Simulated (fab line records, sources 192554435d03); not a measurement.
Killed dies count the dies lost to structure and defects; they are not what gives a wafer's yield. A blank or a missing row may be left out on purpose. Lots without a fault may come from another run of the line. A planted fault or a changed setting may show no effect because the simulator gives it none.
Split-lot trial :: flow n5 finfet :: 21 wafers read across 7 lots, on a route 1938 steps long

## THE SPLIT ITSELF
At N5_FIN_SAQP_HM_DEP_72 (deposits SiO2 from SiH4/N2O, target thk 12 nm, time 7.2 s), the setting time s was moved away from the recipe's 7.2 s on 11 of the 21 wafers read, by -12.8% to +13.7%. All remaining wafers had this setting at the recipe value.

## FROM THE SPLIT TO THE READING: what the file shows between them, 6 steps
- N5_FIN_SAQP_EXPOSE_13: exposes mask FIN CORE, target cd 35.6 nm (also split here: dose mj)
- N5_FIN_SAQP_PEB_14: peb time 60 s
- N5_FIN_SAQP_DEVELOP_15: develop time 30 s
- N5_FIN_SAQP_CD_MEAS_16: target cd 35.6 nm
- N5_FIN_SAQP_ETCH_52: etches SOC in N2/H2, target depth 100 nm, overetch 20 nm, time 150 s
- N5_FIN_SAQP_STRIP_53: strips in N2/H2

## THE READING
etch.depth nm (the simulator's own value, which no gauge read), in nm, at N5_FIN_SAQP_HM_OPEN_73 (chemistry CHF3/O2, target SiO2, stops on a-Si, target depth 12 nm, time 16.8 s). The file gives no usual value for it. Average 11.99 nm, standard deviation 0.19 nm, over the 10 wafers here run with the recipe.

wafer: L078.1
tool, chamber at the split: pecvd-01, 1
time s as run, s: 7.2
against the recipe: recipe
etch.depth nm, nm: 11.72
against lot-mates on the recipe: -

wafer: L078.2
tool, chamber at the split: pecvd-01, 0
time s as run, s: 6.786
against the recipe: -5.8%
etch.depth nm, nm: 10.61
against lot-mates on the recipe: -1.09

wafer: L078.6
tool, chamber at the split: pecvd-01, 1
time s as run, s: 7.2
against the recipe: recipe
etch.depth nm, nm: 11.68
against lot-mates on the recipe: -

wafer: L079.3
tool, chamber at the split: pecvd-02, 1
time s as run, s: 6.519
against the recipe: -9.5%
etch.depth nm, nm: 10.96
against lot-mates on the recipe: no lot-mate on the recipe

wafer: L079.4
tool, chamber at the split: pecvd-02, 2
time s as run, s: 6.519
against the recipe: -9.5%
etch.depth nm, nm: 11.17
against lot-mates on the recipe: no lot-mate on the recipe

wafer: L079.5
tool, chamber at the split: pecvd-02, 1
time s as run, s: 6.519
against the recipe: -9.5%
etch.depth nm, nm: 11.15
against lot-mates on the recipe: no lot-mate on the recipe

wafer: L087.3
tool, chamber at the split: pecvd-03, 2
time s as run, s: 7.2
against the recipe: recipe
etch.depth nm, nm: 11.95
against lot-mates on the recipe: -

wafer: L087.4
tool, chamber at the split: pecvd-03, 0
time s as run, s: 7.2
against the recipe: recipe
etch.depth nm, nm: 12.12
against lot-mates on the recipe: -

wafer: L087.6
tool, chamber at the split: pecvd-03, 1
time s as run, s: 7.2
against the recipe: recipe
etch.depth nm, nm: 12.15
against lot-mates on the recipe: -

wafer: L088.4
tool, chamber at the split: pecvd-03, 0
time s as run, s: 7.2
against the recipe: recipe
etch.depth nm, nm: 11.95
against lot-mates on the recipe: -

wafer: L088.5
tool, chamber at the split: pecvd-03, 2
time s as run, s: 7.2
against the recipe: recipe
etch.depth nm, nm: 11.94
against lot-mates on the recipe: -

wafer: L088.6
tool, chamber at the split: pecvd-03, 1
time s as run, s: 6.799
against the recipe: -5.6%
etch.depth nm, nm: 11.54
against lot-mates on the recipe: -0.41

wafer: L091.1
tool, chamber at the split: pecvd-01, 1
time s as run, s: 6.282
against the recipe: -12.8%
etch.depth nm, nm: 10.32
against lot-mates on the recipe: no lot-mate on the recipe

wafer: L091.3
tool, chamber at the split: pecvd-01, 2
time s as run, s: 6.282
against the recipe: -12.8%
etch.depth nm, nm: 10.31
against lot-mates on the recipe: no lot-mate on the recipe

wafer: L091.4
tool, chamber at the split: pecvd-01, 2
time s as run, s: 6.282
against the recipe: -12.8%
etch.depth nm, nm: 10.47
against lot-mates on the recipe: no lot-mate on the recipe

wafer: L093.1
tool, chamber at the split: pecvd-02, 2
time s as run, s: 8.189
against the recipe: +13.7%
etch.depth nm, nm: 13.47
against lot-mates on the recipe: +1.43

wafer: L093.3
tool, chamber at the split: pecvd-02, 0
time s as run, s: 7.2
against the recipe: recipe
etch.depth nm, nm: 11.89
against lot-mates on the recipe: -

wafer: L093.4
tool, chamber at the split: pecvd-02, 2
time s as run, s: 7.2
against the recipe: recipe
etch.depth nm, nm: 12.19
against lot-mates on the recipe: -

wafer: L097.2
tool, chamber at the split: pecvd-03, 2
time s as run, s: 7.954
against the recipe: +10.5%
etch.depth nm, nm: 13.24
against lot-mates on the recipe: +0.97

wafer: L097.4
tool, chamber at the split: pecvd-03, 0
time s as run, s: 7.954
against the recipe: +10.5%
etch.depth nm, nm: 13.52
against lot-mates on the recipe: +1.25

wafer: L097.5
tool, chamber at the split: pecvd-03, 2
time s as run, s: 7.2
against the recipe: recipe
etch.depth nm, nm: 12.27
against lot-mates on the recipe: -

THE FIT
A straight line over all 21 wafers: etch.depth nm changes by +0.12 nm for each +1% of time s; r = +0.97; the points scatter about the line by 0.25 nm.
The same after taking each lot's own level away (the mean of its wafers on the recipe; 15 wafers): +0.11 nm for each +1%; r = +0.97; scatter 0.17 nm.
On that fit, the largest move of time s shifts the reading by 1.5 nm.
Measured against the standard deviation above, the lots' own levels, which go from 11.700 to 12.270 nm, span 3.1 times it.
The two slopes agree, so the slope changes little with the lot-to-lot level.
Check: with one of the wafers moved furthest among these (+13.7%) left out of the fit, the line predicts +1.53 nm for it against its lot-mates. Against them it came out at +1.43 nm.

## THESE WAFERS: OTHER SPLITS
Other splits were also applied to these wafers ahead of the reading. Each is held against what the fit with the lots' levels taken away leaves over:
other split on the same wafers: N5_WELL_APT_PEB_06 peb time s
wafers away from the commonest value: 7
r with etch.depth nm (lot level and that fit taken away): -0.23

other split on the same wafers: N5_WELL_APT_DEVELOP_07 develop time s
wafers away from the commonest value: 3
r with etch.depth nm (lot level and that fit taken away): -0.19

other split on the same wafers: N5_WELL_APT_COAT_19 spin rpm
wafers away from the commonest value: 7
r with etch.depth nm (lot level and that fit taken away): +0.13

other split on the same wafers: N5_WELL_APT_PEB_23 peb time s
wafers away from the commonest value: 10
r with etch.depth nm (lot level and that fit taken away): -0.18

other split on the same wafers: N5_FIN_SAQP_EXPOSE_13 dose mj
wafers away from the commonest value: 7
r with etch.depth nm (lot level and that fit taken away): +0.08

## THE WHOLE CHAIN: every reading that the file lists as answering this split, in the file's order
step: N5_FIN_SAQP_HM_DEP_72
what it does: deposits SiO2 from SiH4/N2O, target thk 12 nm, time 7.2 s
reading: SiO2_of_FIN_SAQP_HM_DEP_72.thk nm (the simulator's own value, which no gauge read)
change (the file's fit): +0.11 nm for each +1% of the setting
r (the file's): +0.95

step: N5_FIN_SAQP_HM_OPEN_73
what it does: chemistry CHF3/O2, target SiO2, stops on a-Si, target depth 12 nm, time 16.8 s
reading: etch.depth nm (the simulator's own value, which no gauge read)
change (the file's fit): +0.11 nm for each +1% of the setting
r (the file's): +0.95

## FILE'S OWN FIT
etch.depth nm changes by +0.11 nm for each +1% of time s, r = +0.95.
